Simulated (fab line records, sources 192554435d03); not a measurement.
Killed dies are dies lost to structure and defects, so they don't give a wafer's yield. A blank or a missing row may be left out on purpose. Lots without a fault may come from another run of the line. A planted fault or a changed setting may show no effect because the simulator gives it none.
Chamber matching | flow n5_finfet | N5_BEOL_M14_DESCUM_33 on rie_diel-05: 4 sister chambers
The step chemistry O2, time 7.9 s. 8 wafers are shown with their chamber, then 7 later ones without.

WAFERS WITH THEIR CHAMBER
wafer  | chamber | drypump_motor_current_A (A) | showerhead_plenum_p_Torr (Torr)
L075.2 | 0       | 5.5                         | 2.03
L076.2 | 1       | 6.1                         | 2.13
L087.3 | 0       | 5.5                         | 2.02
L089.1 | 1       | 6.1                         | 2.12
L089.5 | 3       | 5.0                         | 2.20
L089.6 | 2       | 5.6                         | 2.00
L090.1 | 2       | 5.7                         | 2.00
L090.3 | 3       | 5.0                         | 2.20

WAFERS WITHOUT THEIR CHAMBER
wafer  | drypump_motor_current_A (A) | showerhead_plenum_p_Torr (Torr)
L090.4 | 6.1                         | 2.12
L094.1 | 5.7                         | 2.00
L094.5 | 6.1                         | 2.12
L094.6 | 5.7                         | 2.00
L092.1 | 5.6                         | 2.00
L092.2 | 5.5                         | 2.02
L092.4 | 6.1                         | 2.12

WHICH CHAMBER EACH WENT THROUGH
wafer  | from the rows above | in truth
L090.4 | 1                   | 1
L094.1 | 2                   | 2
L094.5 | 1                   | 1
L094.6 | 2                   | 2
L092.1 | 2                   | 2
L092.2 | 0                   | 0
L092.4 | 1                   | 1
Placed correctly: 7 of 7. Can't be placed from these rows: 0. Placed wrongly: 0.
How it was worked out, from the rows above alone: a wafer's distance from a chamber is the root of the sum, over the readings, of the square of ((its reading less the chamber's mean) divided by the reading's scatter). The wafer belongs to the nearest chamber; if the next one is less than 2 further off, it can't be placed. A chamber's mean is the mean of its shown wafers. The scatter: the root of (the sum of the squares of (reading less its chamber's mean) over the shown wafers, divided by (wafers less chambers)).
